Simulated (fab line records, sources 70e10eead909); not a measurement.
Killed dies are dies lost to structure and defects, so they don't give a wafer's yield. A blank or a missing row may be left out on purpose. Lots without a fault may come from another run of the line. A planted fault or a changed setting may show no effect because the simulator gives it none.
Problem report in the 8D (eight disciplines) form, filled by code | flow nand_harc | the parts of the form that need people (team, actions taken, sign-off) are left out

1. THE PROBLEM
thk_nm at NHARC_A_ONON_D1_THK_MEAS_34 reads a mean of 184.2 nm on 2 wafers of 2 lots; wafers without a fault read 200.7 nm with a standard deviation of 2.9. That is -5.7 standard deviations from the usual mean.
The step: measures by ellipsometry.
First seen on wafer L406.1, day 11 04:51, on film_metro-01. The record holds 30 wafers of 11 lots with a number at this step. Rule for "out", or "out of limits": more than 4 standard deviations from the usual mean. The other wafers with a number count as sound.

2. WHAT IT IS AND WHAT IT IS NOT
question                    | is                           | is not
which readings at this step | thk_nm                       | -
which lots                  | L406, L408                   | L395, L396, L397, L398, L401, L402, L404, L414, L415
which wafers of those lots  | L406.1, L408.2               | L408.1
read on which gauges        | film_metro-01, film_metro-02 | -
when                        | from day 11 04:51            | up to then (21 sound wafers); but 7 sound wafers of L408, L414, L415 came after

3. SUSPECTS, AND WHAT RULES EACH OUT
Counting: a tool at a process step up to the reading stays a suspect if it ran every lot that is out. Sound lots after the first of them don't rule it out here, since some wafers of a struck lot are sound.
- the gauge at NHARC_A_ONON_D1_THK_MEAS_34: ruled out. The wafers that are out were read on 2 gauges (film_metro-01, film_metro-02).
- cmp-02 at NHARC_P_BONDPAD_CMP_19 (polishes, t overpolish 30 s, cu recess touch 16 s, target thk 160.81 nm): kept. It ran every lot that is out, first L406 (day 9 16:13); its last sound lot up to then is L401 (day 8 11:19).
- pecvd-03 at NHARC_A_ONON_D1_DEP_33 (deposits SiO2, target thk 200 nm): kept. It ran every lot that is out, first L406 (day 11 04:29); its last sound lot up to then is L404 (day 10 13:39). Its own readings are out on those wafers: mfc_precursor_sccm.
- Within cmp-02 at NHARC_P_BONDPAD_CMP_19: the wafers that are out ran in chamber 3; their sound lot-mates ran in chamber 2.
- Within pecvd-03 at NHARC_A_ONON_D1_DEP_33: the wafers that are out ran in chamber 2; their sound lot-mates ran in chamber 0.
Left after counting: cmp-02 at NHARC_P_BONDPAD_CMP_19, pecvd-03 at NHARC_A_ONON_D1_DEP_33.

4. THE CAUSE (what the simulator had put in)
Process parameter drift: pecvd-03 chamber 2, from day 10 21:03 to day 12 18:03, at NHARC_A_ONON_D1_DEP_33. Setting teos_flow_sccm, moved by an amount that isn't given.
Counting left 2 suspects, and this tool is among them.

5. THE CHAIN OF EFFECTS, in route order
Each row: a reading whose mean over the struck wafers that have a number lies more than 3 standard deviations from the usual. Only readings for which the record gives a usual standard deviation are gone through. hours: the time from each lot's start at the first step in this table that gives one to its start at this step, as a median over the lots. sigmas: the change in usual standard deviations.
hours | step                        | reading            | usual      | on struck wafers | change | sigmas
0     | NHARC_A_ONON_D1_DEP_33      | mfc_precursor_sccm | 161.4 sccm | 148.7            | -12.7  | -26
0     | NHARC_A_ONON_D1_THK_MEAS_34 | thk_nm             | 200.7 nm   | 184.2            | -16.5  | -5.7
The process steps in it:
- NHARC_A_ONON_D1_DEP_33: deposits SiO2, target thk 200 nm.

6. WHAT WOULD HAVE CAUGHT IT SOONER
In this record the first reading out of limits at a measuring or inspecting step was taken at day 11 04:51, 8 hours after the fault began at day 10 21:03.
The tool's own readings at NHARC_A_ONON_D1_DEP_33 were out on every struck wafer that the step has a row for (mfc_precursor_sccm): an alarm limit on them would have fired on the first of those.
Of the lots that are out (2), L408 began NHARC_A_ONON_D1_DEP_33 on pecvd-03 after day 11 04:51. A hold on the tool at that time would have spared it.
